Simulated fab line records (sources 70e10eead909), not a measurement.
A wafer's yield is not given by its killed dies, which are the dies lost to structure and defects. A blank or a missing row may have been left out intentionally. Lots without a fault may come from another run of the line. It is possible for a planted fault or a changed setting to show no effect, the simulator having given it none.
Which of the tools did it? :: flow nand-harc :: 21 wafers from 7 lots sampled at 2 of the route's 1159 steps

== WHAT EACH GAUGE READ, for each wafer ==
NHARC_P_BONDPAD_CD_MEAS_13.
lot: L825
measured: day 6 20:53
on: cd-sem-03
cd-nm (nm): 497.6 498.0 497.2

lot: L827
measured: day 7 00:54
on: cd-sem-01
cd-nm (nm): 498.9 498.3 500.4

lot: L829
measured: day 7 23:40
on: cd-sem-02
cd-nm (nm): 500.6 500.7 501.4

lot: L836
measured: day 9 19:29
on: cd-sem-03
cd-nm (nm): 500.4 501.7 500.7

lot: L839
measured: day 10 11:25
on: cd-sem-01
cd-nm (nm): 501.0 499.9 499.2

lot: L843
measured: day 10 20:04
on: cd-sem-03
cd-nm (nm): 498.5 498.8 494.5

lot: L847
measured: day 12 09:21
on: cd-sem-02
cd-nm (nm): 499.5 500.0 499.6

== EACH LOT AND THE TOOL THAT RAN IT (in order: tool; ch and the chambers of the sampled wafers; start) ==
lot: L825
NHARC_P_BONDPAD_ETCH_12: rie-diel-04 ch 1,2,3, day 6 20:53 or earlier

lot: L827
NHARC_P_BONDPAD_ETCH_12: rie-diel-04 ch 0,2, day 7 00:54 or earlier

lot: L829
NHARC_P_BONDPAD_ETCH_12: rie-diel-04 ch 0,2,3, day 7 23:40 or earlier

lot: L836
NHARC_P_BONDPAD_ETCH_12: rie-diel-02 ch 0,1,2, day 9 19:29 or earlier

lot: L839
NHARC_P_BONDPAD_ETCH_12: rie-diel-04 ch 0,1,3, day 10 11:25 or earlier

lot: L843
NHARC_P_BONDPAD_ETCH_12: rie-diel-04 ch 1,2, day 10 20:04 or earlier

lot: L847
NHARC_P_BONDPAD_ETCH_12: rie-diel-13 ch 0,2,3, day 12 09:21 or earlier
- NHARC_P_BONDPAD_ETCH_12: etches the open film in CHF3/O2, target depth 200 nm, time 100 s.

== THE ANSWER, worked out from the rows above alone ==
Rule: usual is defined by the lots themselves. Put in order of their means at a reading, lots are off if they are a third of the lots or fewer, leave a main group of 4 or more, and stand apart from it by a gap of 3 or more times the standard deviation of the main group's means; of several such gaps the widest counts. Not used: any main group whose means are identical at the precision the tables above print for the reading. Also off: a lot with no number at a reading for which 4 or more lots have one. All remaining lots with rows at the step are treated as sound.
None of the lots is off at any reading shown; this tells nothing.

== WHAT WAS PUT IN BY THE SIMULATOR ==
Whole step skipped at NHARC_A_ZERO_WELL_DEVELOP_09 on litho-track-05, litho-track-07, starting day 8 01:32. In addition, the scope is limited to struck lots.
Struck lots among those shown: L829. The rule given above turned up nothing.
